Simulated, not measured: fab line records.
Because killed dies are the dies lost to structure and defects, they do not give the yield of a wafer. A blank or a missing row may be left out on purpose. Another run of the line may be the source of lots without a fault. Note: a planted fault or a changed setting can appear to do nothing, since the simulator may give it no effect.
Matching of chambers | flow n5-finfet | rie-diel-05 running N5_FIN_SAQP_ETCH_52: 4 sister chambers
The step etches SOC in N2/H2, target depth 100 nm, overetch 20 nm, time 150 s. 16 wafers are shown with their chamber, then 8 later ones without.

## WAFERS WITH THEIR CHAMBER
wafer  | chamber | throttle-valve-pct (%) | showerhead-plenum-p-Torr (Torr) | drypump-motor-current-A (A)
L074.1 | 0       | 17.75                  | 2.54                            | 5.7
L074.3 | 3       | 18.14                  | 2.51                            | 5.2
L074.6 | 1       | 17.83                  | 2.55                            | 5.1
L076.1 | 3       | 18.15                  | 2.51                            | 5.2
L076.4 | 2       | 17.40                  | 2.65                            | 5.6
L076.6 | 1       | 17.86                  | 2.54                            | 5.2
L082.1 | 2       | 17.41                  | 2.64                            | 5.7
L082.2 | 0       | 17.77                  | 2.53                            | 5.7
L082.5 | 3       | 18.17                  | 2.50                            | 5.2
L086.1 | 0       | 17.79                  | 2.53                            | 5.7
L086.2 | 1       | 17.86                  | 2.54                            | 5.2
L086.4 | 2       | 17.43                  | 2.64                            | 5.7
L087.1 | 3       | 18.19                  | 2.50                            | 5.2
L087.5 | 0       | 17.80                  | 2.53                            | 5.7
L087.6 | 3       | 18.20                  | 2.50                            | 5.2
L088.2 | 2       | 17.45                  | 2.64                            | 5.7

SIGNATURES, as means of the wafers listed above
reading                  | chamber 0 | chamber 1 | chamber 2 | chamber 3 | scatter within a chamber
throttle-valve-pct       | 17.7775   | 17.8500   | 17.4225   | 18.1700   | 0.0226
showerhead-plenum-p-Torr | 2.5325    | 2.5433    | 2.6425    | 2.5040    | 0.0053
drypump-motor-current-A  | 5.700     | 5.167     | 5.675     | 5.200     | 0.0344
Rule: a wafer lies at a distance from a chamber equal to the root of the sum of squares, over the readings, of (its reading less the chamber's mean, divided by the reading's scatter). If the next closest chamber is less than 2 further off than the closest, the wafer can't be placed; otherwise it belongs to the closest. The scatter is the square root of a quotient: the sum, over the shown wafers, of each reading's squared deviation from its chamber's mean, divided by wafers minus chambers.

## WAFERS WHOSE CHAMBER IS MISSING
wafer  | throttle-valve-pct (%) | showerhead-plenum-p-Torr (Torr) | drypump-motor-current-A (A)
L088.3 | 17.88                  | 2.54                            | 5.2
L088.5 | 17.87                  | 2.54                            | 5.2
L092.1 | 17.89                  | 2.53                            | 5.2
L092.2 | 17.47                  | 2.63                            | 5.6
L092.4 | 17.90                  | 2.53                            | 5.2
L096.1 | 17.83                  | 2.49                            | 5.2
L096.2 | 17.83                  | 2.52                            | 5.7
L096.5 | 17.49                  | 2.63                            | 5.7

## CHAMBER TAKEN BY EACH
wafer  | from the rows above | in truth
L088.3 | 1                   | 1
L088.5 | 1                   | 1
L092.1 | 1                   | 1
L092.2 | 2                   | 2
L092.4 | 1                   | 1
L096.1 | 1                   | 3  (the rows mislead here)
L096.2 | 0                   | 0
L096.5 | 2                   | 2
Placed correctly: 7 of 8. Left unplaced by these rows: 0. Wrongly placed: 1.
